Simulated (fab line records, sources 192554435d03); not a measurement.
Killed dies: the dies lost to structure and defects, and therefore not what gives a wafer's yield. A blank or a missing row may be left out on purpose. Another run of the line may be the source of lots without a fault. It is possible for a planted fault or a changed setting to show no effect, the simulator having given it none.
Matching of chambers	flow n5 finfet	N5_BEOL_M9_VIA_ETCH_34 on rie diel-02 has 4 sister chambers
The step etches SiCOH lowk in C4F6/O2, target depth 182.4 nm, time 68.4 s. 14 wafers are shown with their chamber, then 7 later ones without.

== EACH WAFER AND ITS CHAMBER ==
wafer	chamber	rf vpp V (V)	oes product au (a.u.)	throttle valve pct (%)
L074.2	2	661	0.94	20.92
L074.3	1	646	0.69	21.41
L074.6	0	651	0.91	20.79
L077.1	3	672	0.68	21.13
L077.5	2	662	0.94	20.92
L077.6	3	674	0.68	21.13
L079.3	1	647	0.70	21.44
L079.4	2	662	0.94	20.94
L079.6	3	673	0.68	21.13
L085.3	3	673	0.67	21.15
L085.4	1	646	0.69	21.44
L085.5	3	674	0.68	21.16
L086.3	1	647	0.68	21.46
L086.4	0	651	0.87	20.84

SIGNATURES (averages over the wafers above)
reading	chamber 0	chamber 1	chamber 2	chamber 3	scatter within a chamber
rf vpp V	651.00	646.50	661.67	673.20	0.668
oes product au	0.8900	0.6900	0.9400	0.6780	0.0104
throttle valve pct	20.8150	21.4375	20.9267	21.1400	0.019
Rule: a wafer's distance from a chamber is the root of the sum, over the readings, of the square of ((its reading less the chamber's mean) divided by the reading's scatter). The wafer belongs to the nearest chamber; if the next one is less than 2 further off, it can't be placed. The scatter is the square root of a quotient: the sum, over the shown wafers, of each reading's squared deviation from its chamber's mean, divided by wafers minus chambers.

== WAFERS WHOSE CHAMBER IS MISSING ==
wafer	rf vpp V (V)	oes product au (a.u.)	throttle valve pct (%)
L086.6	646	0.68	21.45
L094.2	684	0.91	20.79
L094.3	659	0.85	20.99
L094.6	650	0.84	20.86
L096.1	684	0.99	21.01
L096.3	683	0.90	20.77
L096.5	650	0.84	20.87

== WHICH CHAMBER EACH ONE RAN IN ==
wafer	from the rows above	in truth
L086.6	1	1
L094.2	can't be placed: 3 or 2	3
L094.3	2	2
L094.6	0	0
L096.1	can't be placed: 2 or 3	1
L096.3	can't be placed: 3 or 2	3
L096.5	0	0
Correctly placed: 4 of 7. From these rows, 3 cannot be placed; in 2 the true chamber is one of the candidates. Wrongly placed: 0.
